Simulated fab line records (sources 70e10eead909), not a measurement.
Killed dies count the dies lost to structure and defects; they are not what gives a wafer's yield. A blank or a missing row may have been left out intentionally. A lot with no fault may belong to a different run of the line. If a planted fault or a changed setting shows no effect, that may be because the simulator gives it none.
Which tool is to blame? ; flow nand harc ; Sampling: 6 lots, 18 wafers, 5 of 1302 route steps

== WHAT THE GAUGES SHOWED, per wafer ==
NHARC_END_SORT_01.
lot;measured;on;killed at array
L285;day 31 03:18;prober-01;61 89 66
L288;day 32 19:14;prober-01;65 71 88

== WHICH TOOL RAN EACH LOT (tool, then ch and the chambers of the sampled wafers, then the start) ==
lot;NHARC_A_STAIRCASE_ETCH_15;NHARC_A_STAIRCASE_TRIM_16;NHARC_A_STAIRCASE_EXPOSE_181;NHARC_A_STAIRCASE_ETCH_192
L271;rie diel-04 ch 0,1,3, day 16 23:32 or earlier;rie diel-04 ch 0,1,3, day 16 23:32 or earlier;krf scanner-03 ch 0, day 16 23:32;rie diel-07 ch 0,1,2, no start
L273;rie diel-07 ch 0,1,2, day 18 02:17 or earlier;rie diel-07 ch 0,1,2, day 18 02:17 or earlier;krf scanner-03 ch 0, day 18 02:17;rie diel-04 ch 1,2,3, no start
L283;rie diel-04 ch 2,3, day 21 12:55 or earlier;rie diel-04 ch 0,2, day 21 12:55 or earlier;krf scanner-04 ch 0, day 21 12:55;rie diel-08 ch 1,2, no start
L285;rie diel-08 ch 0,1,2, day 22 14:56 or earlier;rie diel-08 ch 1,2,3, day 22 14:56 or earlier;krf scanner-02 ch 0, day 22 14:56;rie diel-07 ch 0,1,3, day 31 03:18 or earlier
L288;rie diel-07 ch 1,2,3, day 23 15:34 or earlier;rie diel-07 ch 0,1,3, day 23 15:34 or earlier;krf scanner-02 ch 0, day 23 15:34;rie diel-04 ch 0,2, day 32 19:14 or earlier
L291;rie diel-04 ch 0,1,2, day 25 10:39 or earlier;rie diel-04 ch 1,2, day 25 10:39 or earlier;krf scanner-02 ch 0, day 25 10:39;rie diel-08 ch 2,3, no start
- NHARC_A_STAIRCASE_ETCH_15: etches the open film in C4F8/O2, target depth 100 nm, time 40.5 s.
- NHARC_A_STAIRCASE_TRIM_16: chemistry O2, time 211.2 s.
- NHARC_A_STAIRCASE_EXPOSE_181: exposes mask STAIR 2.
- NHARC_A_STAIRCASE_ETCH_192: etches the open film in C4F8/O2, target depth 100 nm, time 40.5 s.

== THE ANSWER, worked out from the rows above alone ==
Rule: the lots themselves supply what counts as usual. Put in order of their means at a reading, lots are off if they are a third of the lots or fewer, leave a main group of 4 or more, and stand apart from it by a gap of 3 or more times the standard deviation of the main group's means; of several such gaps the widest counts. A main group is skipped when, at the precision printed for the reading in the tables above, its means are all equal. Also off: a lot with no number at a reading for which 4 or more lots have one. All remaining lots with rows at the step are treated as sound.
No lot is off at any reading shown: from this, nothing can be told.

== WHAT THE SIMULATOR HAD INSERTED ==
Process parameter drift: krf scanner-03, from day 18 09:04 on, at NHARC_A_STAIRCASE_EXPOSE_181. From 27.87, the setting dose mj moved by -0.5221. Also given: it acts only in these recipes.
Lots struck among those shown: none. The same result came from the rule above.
